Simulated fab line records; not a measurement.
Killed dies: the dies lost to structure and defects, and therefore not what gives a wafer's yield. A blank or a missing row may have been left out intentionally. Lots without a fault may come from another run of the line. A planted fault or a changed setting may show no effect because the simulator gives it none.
Which tool is to blame? -- flow nand_harc -- 6 lots with 18 wafers sampled at 5 steps, on a route of 1159 steps

## WHAT THE GAUGES SHOWED, per wafer
NHARC_END_SORT_01.
lot,measured,on,defect_limited_yield (%)
L692,day 21 13:19,prober-01,0 0 0

## WHAT TOOL EACH LOT RAN ON (gives the tool, then ch and the chambers of the sampled wafers, and finally the start)
lot,NHARC_A_BLC_ALD_23,NHARC_A_M0_ETCH_15,NHARC_A_M0_ANNEAL_30,NHARC_A_M1_DEP_00
L687,"ald_metal-03 ch 0,3, day 18 04:47","rie_diel-12 ch 0,1,3, day 18 12:48 or earlier","rtp_anneal-01 ch 0, day 18 12:48","pecvd-04 ch 1,2, day 18 14:10"
L692,"ald_metal-04 ch 2,3, day 19 13:11","rie_diel-12 ch 1,2, day 19 23:08 or earlier","rtp_anneal-01 ch 0, day 19 23:08","pecvd-04 ch 1,2, day 20 00:28"
L696,"ald_metal-01 ch 1,2,3, day 21 06:28","rie_diel-12 ch 0,3, day 21 17:38 or earlier","rtp_anneal-01 ch 0, day 21 17:38","pecvd-01 ch 1,2, day 21 18:58"
L700,"ald_metal-01 ch 2,3, day 22 02:03","rie_diel-12 ch 0,2, day 22 12:07 or earlier","rtp_anneal-02 ch 0, day 22 12:07","pecvd-01 ch 0,2, day 22 13:37"
L702,"ald_metal-01 ch 2,3, day 22 13:07","rie_diel-10 ch 0,2,3, day 22 20:24 or earlier","rtp_anneal-02 ch 0, day 22 20:24","pecvd-04 ch 1,2, day 22 22:11"
L705,"ald_metal-01 ch 1,3, day 23 05:22","rie_diel-12 ch 0,1, day 23 11:55 or earlier","rtp_anneal-01 ch 0, day 23 11:55","pecvd-01 ch 1,2, day 23 13:10"
- NHARC_A_BLC_ALD_23: deposits TiN, target thk 3 nm, pulse time 1 s, ald cycles 150.
- NHARC_A_M0_ETCH_15: etches the open film in C4F8/Ar, target depth 150 nm, overetch 15 nm, time 82.5 s.
- NHARC_A_M0_ANNEAL_30: time 90 s.
- NHARC_A_M1_DEP_00: deposits SiOC, target thk 182.5 nm.

## THE ANSWER, worked out from the rows above alone
Rule: usual is defined by the lots themselves. Put in order of their means at a reading, lots are off if they are a third of the lots or fewer, leave a main group of 4 or more, and stand apart from it by a gap of 3 or more times the standard deviation of the main group's means; of several such gaps the widest counts. Not used: any main group whose means are identical at the precision the tables above print for the reading. A lot without any number at a reading at which 4 lots or more have one is off too. Where the step has rows for the other lots, those lots are counted as sound.
Nothing can be told from this: no lot is off at any reading shown.

## WHAT THE SIMULATOR HAD PUT IN
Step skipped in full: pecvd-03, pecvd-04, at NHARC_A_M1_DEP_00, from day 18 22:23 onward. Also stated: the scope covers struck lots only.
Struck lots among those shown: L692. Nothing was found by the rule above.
